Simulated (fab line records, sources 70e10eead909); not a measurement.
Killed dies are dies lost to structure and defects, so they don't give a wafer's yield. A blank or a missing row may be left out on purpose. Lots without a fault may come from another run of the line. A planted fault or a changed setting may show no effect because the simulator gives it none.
Chamber matching | flow nand_harc | NHARC_A_CHANNEL_HOLE_D1_ETCH_44 on rie_diel-04: 4 sister chambers
The step etches the open film in CF4/O2, target depth 140 nm, overetch 14 nm, time 77 s. 4 wafers are shown with their chamber, then 7 later ones without.

WAFERS WITH THEIR CHAMBER
wafer  | chamber | drypump_motor_current_A (A)
L076.3 | 0       | 5.6
L085.5 | 1       | 5.9
L086.1 | 3       | 6.4
L086.2 | 2       | 5.4

WAFERS WITHOUT THEIR CHAMBER
wafer  | drypump_motor_current_A (A)
L086.4 | 5.6
L091.1 | 5.5
L091.3 | 6.4
L091.6 | 5.5
L095.3 | 5.6
L095.5 | 5.5
L095.6 | 6.4

WHICH CHAMBER EACH WENT THROUGH
wafer  | from the rows above     | in truth
L086.4 | 0                       | 0
L091.1 | can't be placed: 0 or 2 | 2
L091.3 | 3                       | 3
L091.6 | can't be placed: 0 or 2 | 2
L095.3 | 0                       | 0
L095.5 | can't be placed: 0 or 2 | 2
L095.6 | 3                       | 3
Placed correctly: 4 of 7. Can't be placed from these rows: 3 (the true chamber is among the candidates in 3). Placed wrongly: 0.
How it was worked out, from the rows above alone: a wafer's distance from a chamber is the root of the sum, over the readings, of the square of ((its reading less the chamber's mean) divided by the reading's scatter). The wafer belongs to the nearest chamber; if the next one is less than 2 further off, it can't be placed. A chamber's mean is the mean of its shown wafers. The scatter: with one shown wafer a chamber, the root of the mean of the squares of how far each hidden wafer lies from its nearest shown one.
